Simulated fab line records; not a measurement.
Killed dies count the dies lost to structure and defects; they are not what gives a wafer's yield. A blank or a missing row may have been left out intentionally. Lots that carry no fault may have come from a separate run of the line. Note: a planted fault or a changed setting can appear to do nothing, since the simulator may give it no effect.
Matching of chambers :: flow nand harc :: NHARC_THIN_TSV_DESCUM_14 on rie diel-11 has 4 sister chambers
The step chemistry O2, time 3 s. 14 wafers are shown with their chamber, then 7 later ones without.

WAFERS, EACH WITH ITS CHAMBER
wafer: L260.1
chamber: 1
drypump motor current A (A): 6.1
showerhead plenum p Torr (Torr): 1.88
oes product au (a.u.): 1.001

wafer: L260.4
chamber: 2
drypump motor current A (A): 5.3
showerhead plenum p Torr (Torr): 1.92
oes product au (a.u.): 0.994

wafer: L260.5
chamber: 3
drypump motor current A (A): 5.3
showerhead plenum p Torr (Torr): 1.86
oes product au (a.u.): 1.013

wafer: L261.2
chamber: 2
drypump motor current A (A): 5.3
showerhead plenum p Torr (Torr): 1.92
oes product au (a.u.): 0.997

wafer: L261.3
chamber: 3
drypump motor current A (A): 5.3
showerhead plenum p Torr (Torr): 1.86
oes product au (a.u.): 1.007

wafer: L261.4
chamber: 1
drypump motor current A (A): 6.1
showerhead plenum p Torr (Torr): 1.88
oes product au (a.u.): 0.998

wafer: L264.3
chamber: 3
drypump motor current A (A): 5.3
showerhead plenum p Torr (Torr): 1.86
oes product au (a.u.): 1.003

wafer: L264.5
chamber: 3
drypump motor current A (A): 5.3
showerhead plenum p Torr (Torr): 1.86
oes product au (a.u.): 1.009

wafer: L264.6
chamber: 0
drypump motor current A (A): 5.7
showerhead plenum p Torr (Torr): 1.94
oes product au (a.u.): 1.013

wafer: L271.1
chamber: 1
drypump motor current A (A): 6.1
showerhead plenum p Torr (Torr): 1.88
oes product au (a.u.): 1.011

wafer: L271.5
chamber: 0
drypump motor current A (A): 5.8
showerhead plenum p Torr (Torr): 1.93
oes product au (a.u.): 1.025

wafer: L271.6
chamber: 3
drypump motor current A (A): 5.3
showerhead plenum p Torr (Torr): 1.86
oes product au (a.u.): 0.995

wafer: L275.2
chamber: 1
drypump motor current A (A): 6.1
showerhead plenum p Torr (Torr): 1.87
oes product au (a.u.): 1.025

wafer: L275.3
chamber: 2
drypump motor current A (A): 5.3
showerhead plenum p Torr (Torr): 1.92
oes product au (a.u.): 1.007

SIGNATURES (averages over the wafers above)
reading: drypump motor current A
chamber 0: 5.750
chamber 1: 6.100
chamber 2: 5.300
chamber 3: 5.300
scatter within a chamber: 0.0224

reading: showerhead plenum p Torr
chamber 0: 1.9350
chamber 1: 1.8775
chamber 2: 1.9200
chamber 3: 1.8600
scatter within a chamber: 0.00354

reading: oes product au
chamber 0: 1.01900
chamber 1: 1.00875
chamber 2: 0.99933
chamber 3: 1.00540
scatter within a chamber: 0.00893
Rule: a wafer's distance from a chamber is the root of the sum, over the readings, of the square of ((its reading less the chamber's mean) divided by the reading's scatter). If the next closest chamber is less than 2 further off than the closest, the wafer can't be placed; otherwise it belongs to the closest. The scatter: the root of (the sum of the squares of (reading less its chamber's mean) over the shown wafers, divided by (wafers less chambers)).

WAFERS WITH NO CHAMBER GIVEN
wafer: L275.5
drypump motor current A (A): 6.1
showerhead plenum p Torr (Torr): 1.87
oes product au (a.u.): 1.017

wafer: L276.2
drypump motor current A (A): 5.3
showerhead plenum p Torr (Torr): 1.85
oes product au (a.u.): 0.996

wafer: L276.4
drypump motor current A (A): 5.3
showerhead plenum p Torr (Torr): 1.92
oes product au (a.u.): 1.003

wafer: L276.5
drypump motor current A (A): 5.7
showerhead plenum p Torr (Torr): 1.93
oes product au (a.u.): 1.015

wafer: L280.1
drypump motor current A (A): 6.1
showerhead plenum p Torr (Torr): 1.87
oes product au (a.u.): 1.016

wafer: L280.4
drypump motor current A (A): 5.8
showerhead plenum p Torr (Torr): 1.93
oes product au (a.u.): 1.012

wafer: L280.5
drypump motor current A (A): 6.1
showerhead plenum p Torr (Torr): 1.87
oes product au (a.u.): 1.021

WHICH CHAMBER EACH ONE RAN IN
wafer: L275.5
from the rows above: 1
in truth: 1

wafer: L276.2
from the rows above: 3
in truth: 3

wafer: L276.4
from the rows above: 2
in truth: 2

wafer: L276.5
from the rows above: 0
in truth: 0

wafer: L280.1
from the rows above: 1
in truth: 1

wafer: L280.4
from the rows above: 0
in truth: 0

wafer: L280.5
from the rows above: 1
in truth: 1
Placed correctly: 7 of 7. Left unplaced by these rows: 0. Placed wrongly: 0.
